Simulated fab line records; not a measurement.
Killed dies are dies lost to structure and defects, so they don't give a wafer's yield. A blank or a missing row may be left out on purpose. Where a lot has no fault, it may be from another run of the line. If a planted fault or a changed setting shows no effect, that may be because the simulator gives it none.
fab line records	flow nand-harc
record: lots: 6	wafers: 18	last-day: 23
route steps=1159 shown P_BONDPAD@366 A_START@389 A_ZERO_WELL@390 END@1159
lots with no fault: from the same line, run without faults
start-h: hours from the record's opening day to when the first of the lot's shown wafers began	wait-h: hours from the lot's prior step to this one	" same as the row above	L1.1+2: several wafers, shown together as one row	- no value present, or no start provided	* or withheld: withheld	< > ~ a bound
route shown NAME@n: names a module that has steps shown in the file, with the first one's number in the route	usual: mean/standard deviation taken from wafers without a fault	same: alike in all rows	chamber/n: place in a boat	sites: each site's reading	_std_site: the values' standard deviation	_edge_site: the outer-site mean with the inner-site mean subtracted	radius-mm: how far each site lies from the wafer's centre	mask NAME#n: copy n	behind: the last tool/chamber to shape the wafer	hold: why the lot was held/for how many hours/how that ended	device: the n, p or np transistor that did not switch	end of line: the route-end tests of the same wafers	step lacking rows: just its recipe	killed: the dies lost at the first sort to structure and to defects; this is not the yield of the wafer	map: shows each die of a wafer: x if killed, . if not, _ if none is there
set.NAME: the setting as run; set.NAME@STEP: as run at that earlier step	model.NAME: the simulator's own value behind a step, which no gauge read
lots seen at some steps along the route; tables by step, rows by wafer
services: when a tool's chamber went out of use (start-h, in hours from the record's first day, below 0 if earlier), for how many hours, and the reason
== steps ==
step: NHARC_P_BONDPAD_HARDBAKE_10
recipe: temp-c: 118	time-s: 65
step: NHARC_P_BONDPAD_DESCUM_11
recipe: time-s: 3	o2-flow-sccm: 200	ar-flow-sccm: 0	bias-power-w: 0	chemistry: O2
step: NHARC_P_BONDPAD_ETCH_37
recipe: target-depth-a: 600	overetch-a: 180	time-s: 65.91	ion-energy-ev: 200	n2-flow-sccm: 150	h2-flow-sccm: 150	ar-flow-sccm: 0	rf-w: 400	bias-w: 150	chemistry: N2/H2
usual: drypump-motor-current-A: 5.98/0.28	oes-product-au: 1.005/0.0094	rf-vpp-V: 431.6/2.2	showerhead-plenum-p-Torr: 2.08/0.078	throttle-valve-pct: 14.172/0.0095
lot.wafer	tool	chamber	start-h	wait-h	drypump-motor-current-A	oes-product-au	rf-hours-counter-h	rf-vpp-V	showerhead-plenum-p-Torr	throttle-valve-pct
L675.3	rie-diel-08	1	144.65	0.1	6.34	0.985	1	433.7	2.12	14.191
L675.1	"	0	"	"	5.93	1.002	1	430.3	2.03	14.163
L675.6	"	2	"	"	5.95	1.011	-	435.1	2.16	14.168
L674.3	rie-diel-08	3	145.49	0.1	5.67	0.998	1	428.4	1.96	14.181
L674.1	"	0	"	"	5.89	0.991	1	430.6	2.03	14.181
L674.5	"	2	"	"	5.95	1.012	-	434.7	2.16	14.182
L676.2	rie-diel-08	1	146.85	0.1	6.35	0.986	1	431.5	2.12	14.174
L676.6	"	0	"	"	5.96	1.008	-	430.1	2.03	14.152
L676.5	"	1	"	"	6.33	1.000	-	433.3	2.12	14.163
L678.3	rie-diel-08	3	158.48	0.2	5.63	0.999	2	428.6	1.96	14.176
L678.1	"	1	"	"	6.35	0.991	2	433.5	2.12	14.184
L678.4	"	2	"	"	5.95	1.014	2	435.0	2.16	14.166
L688.2	rie-diel-08	2	229.40	0.1	5.97	1.010	9	435.0	2.16	14.170
L688.4	"	3	"	"	5.64	1.002	9	428.5	1.96	14.162
L688.5	"	1	"	"	6.33	0.996	-	432.4	2.12	14.173
L691.3	rie-diel-08	2	250.99	0.1	5.95	1.007	11	432.7	2.16	14.173
L691.1	"	0	"	"	5.94	1.004	11	431.6	2.03	14.173
L691.6	"	2	"	"	5.93	0.998	-	434.7	2.16	14.178
step: NHARC_P_BONDPAD_ETCH_12
recipe: target-depth-a: 2000	time-s: 100	chf3-flow-sccm: 50	o2-flow-sccm: 10	ar-flow-sccm: 200	rf-w: 500	bias-w: 200	chemistry: CHF3/O2
step: NHARC_P_BONDPAD_CD_MEAS_13
usual: cd-nm: 499.3/2.4
lot.wafer	tool	chamber	start-h	wait-h	cd-nm
L675.1	cd-sem-02	-	144.88	-	498.3
L675.3	"	-	"	"	498.1
L675.6	"	-	"	"	496.1
L674.1	cd-sem-01	-	145.71	-	499.0
L674.3	"	-	"	"	500.4
L674.5	"	-	"	"	500.9
L676.2	cd-sem-03	-	147.07	-	498.8
L676.5	"	-	"	"	495.0
L676.6	"	-	"	"	497.3
L678.1	cd-sem-03	-	158.71	-	502.1
L678.3	"	-	"	"	500.5
L678.4	"	-	"	"	500.9
L688.2	cd-sem-02	-	229.65	-	499.6
L688.4	"	-	"	"	500.5
L688.5	"	-	"	"	502.4
L691.1	cd-sem-03	-	251.22	-	498.1
L691.3	"	-	"	"	499.0
L691.6	"	-	"	"	499.4
step: NHARC_P_BONDPAD_STRIP_15
recipe: o2-flow-sccm: 500	ar-flow-sccm: 0	bias-w: 0	chemistry: O2
step: NHARC_P_BONDPAD_ETCH_24
recipe: target-depth-a: 300	over-etch-frac: 0.3	time-s: 72.99	ion-energy-ev: 150	cf4-flow-sccm: 50	n2-flow-sccm: 100	ar-flow-sccm: 150	rf-w: 300	bias-w: 100	chemistry: CF4/N2
step: NHARC_P_BONDPAD_STRIP_16
recipe: time-s: 600	temp-c: 30	chemistry: post-etch-residue-remover
step: NHARC_P_BONDPAD_DEGAS_25
recipe: temp-c: 300	time-s: 60
step: NHARC_P_BONDPAD_PRE_CLEAN_26
recipe: time-s: 30	temp-c: 280	gas: H2/He
usual: heater-power-w: 418/39
lot.wafer	tool	chamber	start-h	wait-h	heater-power-w
L675.3	pvd-sputter-03	-	-	-	486
L675.1	"	-	"	"	381
L675.6	"	-	"	"	415
L674.3	pvd-sputter-03	-	-	-	389
L674.1	"	-	"	"	408
L674.5	"	-	"	"	399
L676.2	pvd-sputter-03	-	-	-	486
L676.5	"	-	"	"	412
L676.6	"	-	"	"	480
L678.3	pvd-sputter-02	-	-	-	429
L678.4	"	-	"	"	413
L678.1	"	-	"	"	389
L688.2	pvd-sputter-01	-	-	-	395
L688.4	"	-	"	"	494
L688.5	"	-	"	"	392
L691.3	pvd-sputter-02	-	-	-	405
L691.1	"	-	"	"	409
L691.6	"	-	"	"	412
step: NHARC_P_BONDPAD_PVD_17
recipe: target-thk-a: 50	bias-v: 168.6	power-w: 15000	chamber-pressure-pa: 0.12	time-s: 8.06	substrate-temp-c: 50	material: TaN
step: NHARC_P_BONDPAD_PVD_27
recipe: target-thk-a: 300	chamber-pressure-pa: 5	power-w: 5000	substrate-temp-c: 30	time-s: 20.49	material: Cu
usual: throttle-valve-pct: 30.2/0.8
lot.wafer	tool	chamber	start-h	wait-h	throttle-valve-pct
L675.3	pvd-sputter-03	-	-	-	31.2
L675.1	"	-	"	"	29.5
L675.6	"	-	"	"	31.4
L674.3	pvd-sputter-03	-	-	-	29.4
L674.1	"	-	"	"	31.3
L674.5	"	-	"	"	29.8
L676.2	pvd-sputter-03	-	-	-	31.4
L676.5	"	-	"	"	31.0
L676.6	"	-	"	"	30.0
L678.1	pvd-sputter-02	-	-	-	30.5
L678.3	"	-	"	"	30.4
L678.4	"	-	"	"	30.4
L688.4	pvd-sputter-01	-	-	-	28.4
L688.2	"	-	"	"	29.3
L688.5	"	-	"	"	30.9
L691.1	pvd-sputter-02	-	-	-	29.2
L691.3	"	-	"	"	30.5
L691.6	"	-	"	"	29.8
step: NHARC_P_BONDPAD_ECD_18
recipe: target-thk-a: 4000	bath-temp-c: 25	material: Cu
usual: bath-heat-duty-pct: 6.2/0.65	bath-temp-c: 25.00/0.11
lot.wafer	tool	chamber	start-h	wait-h	bath-heat-duty-pct	bath-temp-c
L675.1	ecd-cu-01	1	145.91	-	7.2	25.06
L675.3	"	1	"	"	7.2	25.24
L675.6	"	0	"	"	6.6	24.99
L674.1	ecd-cu-02	0	146.75	-	5.9	25.03
L674.3	"	1	"	"	5.7	24.94
L674.5	"	1	"	"	5.5	25.09
L676.2	ecd-cu-01	1	148.13	-	6.9	25.06
L676.5	"	0	"	"	7.1	24.88
L676.6	"	1	"	"	6.9	25.01
L678.1	ecd-cu-01	1	159.78	-	7.0	24.95
L678.3	"	0	"	"	6.3	25.07
L678.4	"	1	"	"	6.7	24.85
L688.2	ecd-cu-02	0	230.68	-	7.1	25.02
L688.4	"	0	"	"	5.6	24.92
L688.5	"	1	"	"	5.8	24.94
L691.1	ecd-cu-02	1	252.20	-	5.3	24.99
L691.3	"	0	"	"	5.8	24.90
L691.6	"	0	"	"	5.2	25.05
step: NHARC_P_BONDPAD_ANNEAL_28
recipe: temp-c: 225	time-s: 90
step: NHARC_P_BONDPAD_CMP_19
recipe: t-overpolish-s: 30	cu-recess-touch-s: 16	target-thk-nm: 160.81
usual: motor-current-A: 12.1/1.3	overpolish-run-s: 30.001/0.0093
lot.wafer	tool	chamber	start-h	wait-h	motor-current-A	overpolish-run-s
L675.3	cmp-03	3	146.64	-	11.3	30.014
L675.1	"	1	"	"	13.7	29.999
L675.6	"	3	"	"	11.6	30.009
L674.3	cmp-04	3	147.46	-	13.0	29.990
L674.1	"	0	"	"	10.0	29.991
L674.5	"	2	"	"	12.7	29.999
L676.2	cmp-03	2	148.83	-	14.3	29.999
L676.5	"	1	"	"	14.3	30.008
L676.6	"	2	"	"	14.3	30.001
L678.1	cmp-04	2	160.46	-	13.2	29.988
L678.4	"	3	"	"	13.1	29.987
L678.3	"	0	"	"	10.9	30.015
L688.2	cmp-01	2	231.35	-	11.7	29.988
L688.4	"	0	"	"	12.4	30.015
L688.5	"	3	"	"	10.3	30.016
L691.3	cmp-01	3	254.73	-	9.9	29.997
L691.1	"	1	"	"	11.0	30.001
L691.6	"	2	"	"	11.5	29.991
step: NHARC_P_BONDPAD_SRD_21
recipe: time-s: 30	temp-c: 23	dry-time-s: 20	spin-rpm: 1500
step: NHARC_P_BONDPAD_INSPECT_23
usual: raw-defect-count: 320/110
lot.wafer	tool	chamber	start-h	wait-h	raw-defect-count
L675.1	defect-inspect-01	-	147.14	0.0	365
L675.3	"	-	"	"	337
L675.6	"	-	"	"	265
L674.1	defect-inspect-01	-	147.98	0.0	290
L674.3	"	-	"	"	275
L674.5	"	-	"	"	291
L676.2	defect-inspect-02	-	149.34	0.0	191
L676.5	"	-	"	"	226
L676.6	"	-	"	"	279
L678.1	defect-inspect-01	-	161.02	0.1	651
L678.3	"	-	"	"	408
L678.4	"	-	"	"	424
L688.2	defect-inspect-01	-	231.89	0.0	451
L688.4	"	-	"	"	577
L688.5	"	-	"	"	562
L691.1	defect-inspect-01	-	255.26	0.0	250
L691.3	"	-	"	"	185
L691.6	"	-	"	"	378
step: NHARC_P_BONDPAD_ACTIVATE_29
recipe: time-s: 60	n2-flow-sccm: 200	ar-flow-sccm: 0	bias-power-w: 0	chemistry: N2
usual: drypump-motor-current-A: 6.00/0.29	oes-product-au: 1.004/0.01	rf-vpp-V: 64.2/0.89	showerhead-plenum-p-Torr: 1.79/0.066
lot.wafer	tool	chamber	start-h	wait-h	drypump-motor-current-A	oes-product-au	rf-hours-counter-h	rf-vpp-V	showerhead-plenum-p-Torr
L675.3	rie-diel-08	1	147.24	0.1	6.36	1.001	1	64.1	1.84
L675.1	"	0	"	"	5.88	1.011	1	64.2	1.76
L675.6	"	1	"	"	6.34	0.997	-	65.2	1.84
L674.3	rie-diel-08	3	148.05	0.1	5.66	1.008	1	63.6	1.70
L674.1	"	0	"	"	5.90	1.004	1	64.6	1.76
L674.5	"	2	"	"	5.97	1.018	-	65.3	1.87
L676.2	rie-diel-08	0	149.40	0.1	5.91	0.999	1	64.6	1.76
L676.5	"	0	"	"	5.93	0.989	-	63.7	1.76
L676.6	"	1	"	"	6.32	0.979	-	63.7	1.84
L678.4	rie-diel-08	2	161.09	0.1	5.96	1.018	2	64.9	1.87
L678.1	"	3	"	"	5.64	1.008	2	64.2	1.70
L678.3	"	0	"	"	5.90	1.003	2	63.3	1.76
L688.4	rie-diel-06	1	231.97	0.1	6.24	0.985	57	62.9	1.76
L688.2	"	2	"	"	6.43	1.011	61	64.7	1.81
L688.5	"	0	"	"	6.34	1.009	-	63.6	1.68
L691.3	rie-diel-08	1	255.33	0.1	6.33	0.997	12	63.4	1.84
L691.1	"	3	"	"	5.64	0.994	12	64.9	1.70
L691.6	"	0	"	"	5.91	0.999	-	64.7	1.76
step: NHARC_P_BONDPAD_PRECLEAN_30
recipe: time-s: 300	temp-c: 23	chemistry: DIW
step: NHARC_P_BONDPAD_SRD_31
recipe: time-s: 30	temp-c: 23	dry-time-s: 20	spin-rpm: 1500
step: NHARC_A_START_INSPECT_01
usual: raw-defect-count: 3.3/1.9
lot.wafer	tool	chamber	start-h	wait-h	raw-defect-count
L675.1	defect-inspect-01	-	147.64	-	2
L675.3	"	-	"	"	4
L675.6	"	-	"	"	3
L674.1	defect-inspect-02	-	148.46	-	5
L674.3	"	-	"	"	3
L674.5	"	-	"	"	4
L676.2	defect-inspect-01	-	149.81	-	2
L676.5	"	-	"	"	1
L676.6	"	-	"	"	4
L678.1	defect-inspect-02	-	161.48	-	5
L678.3	"	-	"	"	1
L678.4	"	-	"	"	4
L688.2	defect-inspect-01	-	232.36	-	3
L688.4	"	-	"	"	6
L691.3	defect-inspect-01	-	255.74	-	1
L691.6	"	-	"	"	4
step: NHARC_A_ZERO_WELL_PRECLEAN_00
recipe: time-s: 600	temp-c: 120	chemistry: SPM
step: NHARC_A_ZERO_WELL_SRD_01
step: NHARC_A_ZERO_WELL_DEHYDRATE_02
recipe: temp-c: 150	time-s: 120
step: NHARC_A_ZERO_WELL_HMDS_03
recipe: time-s: 30
step: NHARC_A_ZERO_WELL_COAT_18
recipe: temp-c: 200	time-s: 65
step: NHARC_A_ZERO_WELL_COAT_04
recipe: spin-rpm: 2000	resist-thk-nm: 600
step: NHARC_A_ZERO_WELL_SOFTBAKE_05
recipe: temp-c: 125	time-s: 70
step: NHARC_A_ZERO_WELL_EBR_06
step: NHARC_A_ZERO_WELL_EXPOSE_07
recipe: na: 0.55	dose-mj: 33.85	mask-id: A_ZERO
step: NHARC_A_ZERO_WELL_PEB_08
recipe: peb-temp-c: 128	peb-time-s: 80
step: NHARC_A_ZERO_WELL_DEVELOP_09
recipe: time-s: 50	dev-temp-c: 22
step: NHARC_A_ZERO_WELL_CD_MEAS_10
recipe: target-cd-nm: 2000	landing-energy-ev: 500
usual: cd-nm: 1999.8/1.3
same: landing-energy-ev: 500
lot.wafer	tool	chamber	start-h	wait-h	cd-nm
L675.1	cd-sem-02	0	148.49	-	1999.1
L675.3	"	0	"	"	1998.7
L675.6	"	0	"	"	2001.3
L674.1	cd-sem-02	0	149.30	-	2001.0
L674.3	"	0	"	"	1998.8
L674.5	"	0	"	"	2000.8
L676.2	cd-sem-01	0	150.53	-	1997.9
L676.5	"	0	"	"	1998.5
L676.6	"	0	"	"	2000.4
L678.1	cd-sem-03	0	162.32	-	2000.2
L678.3	"	0	"	"	1998.4
L678.4	"	0	"	"	1997.8
L688.2	cd-sem-03	0	233.08	-	2000.4
L688.4	"	0	"	"	1999.4
L691.3	cd-sem-02	0	256.45	-	2000.6
L691.6	"	0	"	"	1997.8
step: NHARC_A_ZERO_WELL_HARDBAKE_11
recipe: temp-c: 118	time-s: 65
step: NHARC_A_ZERO_WELL_DESCUM_12
recipe: time-s: 3	o2-flow-sccm: 200	ar-flow-sccm: 0	bias-power-w: 0	chemistry: O2
step: NHARC_A_ZERO_WELL_ETCH_19
recipe: target-depth-a: 800	overetch-a: 240	time-s: 87.88	ion-energy-ev: 200	n2-flow-sccm: 150	h2-flow-sccm: 150	ar-flow-sccm: 0	rf-w: 400	bias-w: 150	chemistry: N2/H2
step: NHARC_A_ZERO_WELL_ETCH_13
recipe: target-depth-a: 1200	time-s: 40.1	hbr-flow-sccm: 150	cl2-flow-sccm: 50	rf-w: 400	icp-w: 400	bias-w: 100	chemistry: HBr/Cl2
step: NHARC_A_ZERO_WELL_STRIP_14
recipe: time-s: 900	temp-c: 130	chemistry: SPM
step: NHARC_END_SORT_01
recipe: temp-c: 25
usual: defect-limited-yield: 95.6/1.4	killed-at-array: 26/9	killed-at-other: 0.8/1.2	killed-at-periphery: 3.2/2.3	killed-dies: 30/9.1	killed-open: 3.5/2	killed-short: 1.8/1.4	sort_bin_2_pct: 1.4/0.59	sort_bin_3_pct: 0.25/0.22	sort_bin_4_pct: 2.8/0.91	sort-n-pass: 647/9.1	sort-rim-yield-pct: 95.4/3	sort-yield-pct: 95.6/1.4
same: gross-dies: 677	sort_bin_5_pct[%]: 0	sort_bin_6_pct[%]: 0	sort_bin_7_pct[%]: 0	sort_bin_8_pct[%]: 0	sort-rim-n-gross: 106.00
lot.wafer	tool	chamber	start-h	wait-h	defect-limited-yield[%]	killed-at-array	killed-at-other	killed-at-periphery	killed-dies	killed-open	killed-short	sort_bin_2_pct[%]	sort_bin_3_pct[%]	sort_bin_4_pct[%]	sort-n-pass	sort-rim-yield-pct[%]	sort-yield-pct[%]
L675.1	prober-01	0	454.62	2.5	96.8	18	0	4	22	1	0	1.2	0.15	1.9	655	99.1	96.8
L675.3	prober-01	0	456.23	3.1	95.7	27	0	2	29	4	8	2.4	0.30	1.6	648	98.1	95.7
L675.6	prober-01	0	458.64	4.0	95.4	30	0	1	31	0	0	1.0	0.44	3.1	646	97.2	95.4
L688.2	prober-01	0	531.67	2.8	96.5	21	2	1	24	2	2	1.0	0	2.5	653	93.4	96.5
L688.4	prober-01	0	533.28	3.4	95.4	24	7	0	31	6	2	1.3	0.15	3.1	646	93.4	95.4
L688.5	prober-01	0	534.09	3.7	0	35	1	641	677	7	2	96.0	0	4.0	0	0	0
L691.1	prober-02	0	542.80	2.5	0	37	0	640	677	2	1	96.5	0.44	3.1	0	0	0
L691.3	prober-02	0	544.38	3.1	92.2	52	0	1	53	2	0	2.8	0.44	4.6	624	95.3	92.2
L691.6	prober-02	0	546.75	3.9	93.2	43	1	2	46	4	2	2.4	0.59	3.8	631	95.3	93.2
killed by level:class
L675.1 A_CHANNEL_HOLE_D1:chamber-film-flake=11 A_STAIRCASE:chamber-film-flake=3 P_GATE:chamber-film-flake=2 A_CONTACT:chamber-film-flake=2 A_CONTACT:geometric-particle:open=1 P_STI:chamber-film-flake=1 P_M0:chamber-film-flake=1 A_WL_FILL:chamber-film-flake=1
L675.3 A_CHANNEL_HOLE_D1:chamber-film-flake=8 A_WL_FILL:geometric-particle:short=4 A_CHANNEL_FILL_D1:chamber-film-flake=4 A_CHANNEL_FILL_D1:geometric-particle:open=3 A_CONTACT:chamber-film-flake=2 P_M0:geometric-particle:short=1 A_ONON_D1:geometric-particle:short=1 A_CHANNEL_HOLE_D1:geometric-particle:short=1
L675.6 A_CHANNEL_HOLE_D1:chamber-film-flake=18 A_CHANNEL_FILL_D1:chamber-film-flake=5 A_WL_FILL:chamber-film-flake=3 A_CONTACT:chamber-film-flake=2 P_GATE:chamber-film-flake=1 A_SLIT:chamber-film-flake=1 A_BONDPAD:chamber-film-flake=1
L688.2 A_SLIT:chamber-film-flake=12 A_CHANNEL_HOLE_D1:chamber-film-flake=4 THIN_TSV:chamber-film-flake=2 P_CONTACT:geometric-particle:open=1 A_SGD_CUT:geometric-particle:short=1 A_WL_FILL:geometric-particle:short=1 A_WL_FILL:geometric-particle:open=1 A_CHANNEL_FILL_D1:chamber-film-flake=1
L688.4 A_SLIT:chamber-film-flake=9 THIN_TSV:chamber-film-flake=7 A_CHANNEL_HOLE_D1:chamber-film-flake=4 A_BLC:geometric-particle:open=3 A_ONON_D1:geometric-particle:open=1 A_CHANNEL_FILL_D1:geometric-particle:short=1 A_CHANNEL_FILL_D1:geometric-particle:open=1 A_CONTACT:geometric-particle:open=1
L688.5 P_BONDPAD:area-ecd=639 A_SLIT:chamber-film-flake=15 A_STAIRCASE:chamber-film-flake=5 A_CONTACT:chamber-film-flake=3 A_CHANNEL_HOLE_D1:chamber-film-flake=3 A_CHANNEL_FILL_D1:chamber-film-flake=2 P_CONTACT:geometric-particle:short=1 P_M0:geometric-particle:open=1
L691.1 P_BONDPAD:area-ecd=638 A_CHANNEL_HOLE_D1:chamber-film-flake=23 A_SLIT:chamber-film-flake=10 A_CONTACT:chamber-film-flake=2 P_M0:geometric-particle:short=1 A_SGD_CUT:geometric-particle:open=1 A_CONTACT:geometric-particle:open=1 P_ZERO_WELL:chamber-film-flake=1
L691.3 A_CHANNEL_HOLE_D1:chamber-film-flake=28 A_SLIT:chamber-film-flake=13 A_STAIRCASE:chamber-film-flake=4 A_CONTACT:chamber-film-flake=3 A_CHANNEL_FILL_D1:chamber-film-flake=2 A_WL_FILL:geometric-particle:open=1 A_BLC:geometric-particle:open=1 P_STI:chamber-film-flake=1
L691.6 A_CHANNEL_HOLE_D1:chamber-film-flake=20 A_SLIT:chamber-film-flake=15 A_CONTACT:chamber-film-flake=3 A_CONTACT:geometric-particle:open=2 P_CONTACT:geometric-particle:short=1 P_M1:geometric-particle:open=1 A_SGD_CUT:geometric-particle:short=1 A_M1:geometric-particle:open=1
map L688.5 (x killed, . not)
____________x____________
_________xxxxxxx_________
_______xxxxxxxxxxx_______
______xxxxxxxxxxxxx______
_____xxxxxxxxxxxxxxx_____
____xxxxxxxxxxxxxxxxx____
____xxxxxxxxxxxxxxxxx____
___xxxxxxxxxxxxxxxxxxx___
___xxxxxxxxxxxxxxxxxxx___
__xxxxxxxxxxxxxxxxxxxxx__
__xxxxxxxxxxxxxxxxxxxxx__
_xxxxxxxxxxxxxxxxxxxxxxx_
_xxxxxxxxxxxxxxxxxxxxxxx_
_xxxxxxxxxxxxxxxxxxxxxxx_
_xxxxxxxxxxxxxxxxxxxxxxx_
_xxxxxxxxxxxxxxxxxxxxxxx_
xxxxxxxxxxxxxxxxxxxxxxxxx
xxxxxxxxxxxxxxxxxxxxxxxxx
xxxxxxxxxxxxxxxxxxxxxxxxx
xxxxxxxxxxxxxxxxxxxxxxxxx
xxxxxxxxxxxxxxxxxxxxxxxxx
_xxxxxxxxxxxxxxxxxxxxxxx_
_xxxxxxxxxxxxxxxxxxxxxxx_
_xxxxxxxxxxxxxxxxxxxxxxx_
_xxxxxxxxxxxxxxxxxxxxxxx_
_xxxxxxxxxxxxxxxxxxxxxxx_
__xxxxxxxxxxxxxxxxxxxxx__
__xxxxxxxxxxxxxxxxxxxxx__
___xxxxxxxxxxxxxxxxxxx___
___xxxxxxxxxxxxxxxxxxx___
____xxxxxxxxxxxxxxxxx____
____xxxxxxxxxxxxxxxxx____
_____xxxxxxxxxxxxxxx_____
______xxxxxxxxxxxxx______
_______xxxxxxxxxxx_______
_________xxxxxxx_________
____________x____________
map L691.1 (x killed, . not)
____________x____________
_________xxxxxxx_________
_______xxxxxxxxxxx_______
______xxxxxxxxxxxxx______
_____xxxxxxxxxxxxxxx_____
____xxxxxxxxxxxxxxxxx____
____xxxxxxxxxxxxxxxxx____
___xxxxxxxxxxxxxxxxxxx___
___xxxxxxxxxxxxxxxxxxx___
__xxxxxxxxxxxxxxxxxxxxx__
__xxxxxxxxxxxxxxxxxxxxx__
_xxxxxxxxxxxxxxxxxxxxxxx_
_xxxxxxxxxxxxxxxxxxxxxxx_
_xxxxxxxxxxxxxxxxxxxxxxx_
_xxxxxxxxxxxxxxxxxxxxxxx_
_xxxxxxxxxxxxxxxxxxxxxxx_
xxxxxxxxxxxxxxxxxxxxxxxxx
xxxxxxxxxxxxxxxxxxxxxxxxx
xxxxxxxxxxxxxxxxxxxxxxxxx
xxxxxxxxxxxxxxxxxxxxxxxxx
xxxxxxxxxxxxxxxxxxxxxxxxx
_xxxxxxxxxxxxxxxxxxxxxxx_
_xxxxxxxxxxxxxxxxxxxxxxx_
_xxxxxxxxxxxxxxxxxxxxxxx_
_xxxxxxxxxxxxxxxxxxxxxxx_
_xxxxxxxxxxxxxxxxxxxxxxx_
__xxxxxxxxxxxxxxxxxxxxx__
__xxxxxxxxxxxxxxxxxxxxx__
___xxxxxxxxxxxxxxxxxxx___
___xxxxxxxxxxxxxxxxxxx___
____xxxxxxxxxxxxxxxxx____
____xxxxxxxxxxxxxxxxx____
_____xxxxxxxxxxxxxxx_____
______xxxxxxxxxxxxx______
_______xxxxxxxxxxx_______
_________xxxxxxx_________
____________x____________
== services ==
tool	chamber	start-h	hours	kind
rie-diel-08	-	124.80	9.0	pm
rie-diel-08	0	124.80	9.0	vent-cycle
rie-diel-08	1	124.80	12.7	vent-cycle
rie-diel-08	2	124.80	9.0	vent-cycle
rie-diel-08	3	124.80	9.0	vent-cycle
cmp-03	-	130.44	1.3	repair
rie-diel-08	0	133.80	-	clean
rie-diel-08	2	133.80	-	clean
cmp-03	-	156.00	4.0	pm
cmp-01	-	157.01	2.3	repair
pvd-sputter-01	-	160.94	10.0	pm
ecd-cu-02	-	163.15	1.0	repair
cmp-03	-	166.17	2.2	repair
cmp-01	-	179.50	4.0	pm
ecd-cu-02	-	180.00	8.0	pm
rie-diel-06	1	183.57	9.1	repair
cmp-01	-	183.73	2.0	repair
cmp-03	-	185.71	1.2	repair
cmp-04	-	204.22	4.0	pm
cmp-03	-	204.97	0.7	repair
pvd-sputter-02	-	214.00	10.0	pm
cmp-03	-	227.82	1.3	repair
rie-diel-06	-	241.20	9.0	pm
cmp-03	-	253.45	1.7	repair
== key ==
first-sign: step: NHARC_END_SORT_01	reading: killed-at-periphery	direction: up	sigmas: 99+	usual: 3.2	struck: 640.5
effect: step: NHARC_END_SORT_01	reading: sort_bin_2_pct	direction: up	sigmas: 99+	usual: 1.4	struck: 96.2
more-kills-born-at: NHARC_P_BONDPAD_ECD_18@ecd-cu-02: 1277
met-at NHARC_P_BONDPAD_ECD_18
struck-wafers L688.5,L691.1
later-rows-left-out L688.5,L691.1
onset-between 146.75 230.68
fault: kind: process-parameter-drift	tool: ecd-cu-02	chamber: -	onset-h: 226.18	steps: NHARC_P_BONDPAD_ECD_18	channel: target-thk-a	offset: *	shape: step	end-h: 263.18	scope: struck-wafers-only	acts-in: *	stated: *
later-rows-left-out: the simulator's readings of these wafers behind a module that went badly wrong aren't trusted and aren't shown, but for the sort
